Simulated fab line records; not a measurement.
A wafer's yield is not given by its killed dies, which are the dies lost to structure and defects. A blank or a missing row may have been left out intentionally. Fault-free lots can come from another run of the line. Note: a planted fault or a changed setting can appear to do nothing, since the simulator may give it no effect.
Chamber matching + flow n5 finfet + N5_BEOL_M12_DEP_53 on pecvd-03 has 3 sister chambers
The step deposits SiCN from 3MS/NH3, target thk 30 nm, time 10.5 s. 18 wafers are shown with their chamber, then 9 later ones without.

## WAFERS PAIRED WITH THEIR CHAMBERS
| wafer  | chamber | showerhead vpp V (V) | showerhead plenum p Torr (Torr) | throttle valve pct (%) |
|--------|---------|----------------------|---------------------------------|------------------------|
| L076.4 | 1       | 1612                 | 4.117                           | 18.8                   |
| L076.5 | 0       | 1620                 | 4.190                           | 19.1                   |
| L076.6 | 2       | 1781                 | 4.177                           | 17.4                   |
| L078.3 | 2       | 1790                 | 4.176                           | 17.8                   |
| L078.4 | 0       | 1621                 | 4.179                           | 19.3                   |
| L078.6 | 1       | 1620                 | 4.096                           | 18.9                   |
| L079.2 | 0       | 1634                 | 4.179                           | 19.6                   |
| L079.3 | 2       | 1749                 | 4.178                           | 17.5                   |
| L079.4 | 2       | 1761                 | 4.168                           | 17.2                   |
| L083.3 | 0       | 1637                 | 4.184                           | 19.7                   |
| L083.5 | 2       | 1751                 | 4.185                           | 17.4                   |
| L083.6 | 1       | 1608                 | 4.113                           | 19.0                   |
| L088.1 | 1       | 1594                 | 4.123                           | 18.7                   |
| L088.5 | 1       | 1596                 | 4.115                           | 18.8                   |
| L088.6 | 2       | 1766                 | 4.175                           | 17.6                   |
| L086.1 | 1       | 1596                 | 4.118                           | 18.9                   |
| L086.5 | 2       | 1733                 | 4.169                           | 17.5                   |
| L086.6 | 1       | 1589                 | 4.118                           | 18.7                   |

SIGNATURES (averages over the wafers above)
| reading                  | chamber 0 | chamber 1 | chamber 2 | scatter within a chamber |
|--------------------------|-----------|-----------|-----------|--------------------------|
| showerhead vpp V         | 1628.00   | 1602.14   | 1761.57   | 14.8                     |
| showerhead plenum p Torr | 4.18300   | 4.11429   | 4.17543   | 0.00696                  |
| throttle valve pct       | 19.425    | 18.829    | 17.486    | 0.184                    |
Rule: a wafer lies at a distance from a chamber equal to the root of the sum of squares, over the readings, of (its reading less the chamber's mean, divided by the reading's scatter). If the next closest chamber is less than 2 further off than the closest, the wafer can't be placed; otherwise it belongs to the closest. The scatter: take each reading less its chamber's mean, square it, sum over the shown wafers, divide by the number of wafers less the number of chambers, and take the root.

## WAFERS WITHOUT THEIR CHAMBER
| wafer  | showerhead vpp V (V) | showerhead plenum p Torr (Torr) | throttle valve pct (%) |
|--------|----------------------|---------------------------------|------------------------|
| L087.1 | 1757                 | 4.176                           | 17.6                   |
| L087.3 | 1636                 | 4.177                           | 19.5                   |
| L087.6 | 1607                 | 4.179                           | 19.4                   |
| L092.1 | 1728                 | 4.182                           | 17.5                   |
| L092.4 | 1615                 | 4.192                           | 19.3                   |
| L092.6 | 1778                 | 4.185                           | 17.7                   |
| L090.1 | 1621                 | 4.115                           | 18.9                   |
| L090.3 | 1781                 | 4.178                           | 17.7                   |
| L090.4 | 1627                 | 4.107                           | 19.1                   |

## EACH ONE'S CHAMBER
| wafer  | from the rows above | in truth |
|--------|---------------------|----------|
| L087.1 | 2                   | 2        |
| L087.3 | 0                   | 0        |
| L087.6 | 0                   | 0        |
| L092.1 | 2                   | 2        |
| L092.4 | 0                   | 0        |
| L092.6 | 2                   | 2        |
| L090.1 | 1                   | 1        |
| L090.3 | 2                   | 2        |
| L090.4 | 1                   | 1        |
9 of 9 placed correctly. From these rows, 0 cannot be placed. Number placed wrongly: 0.
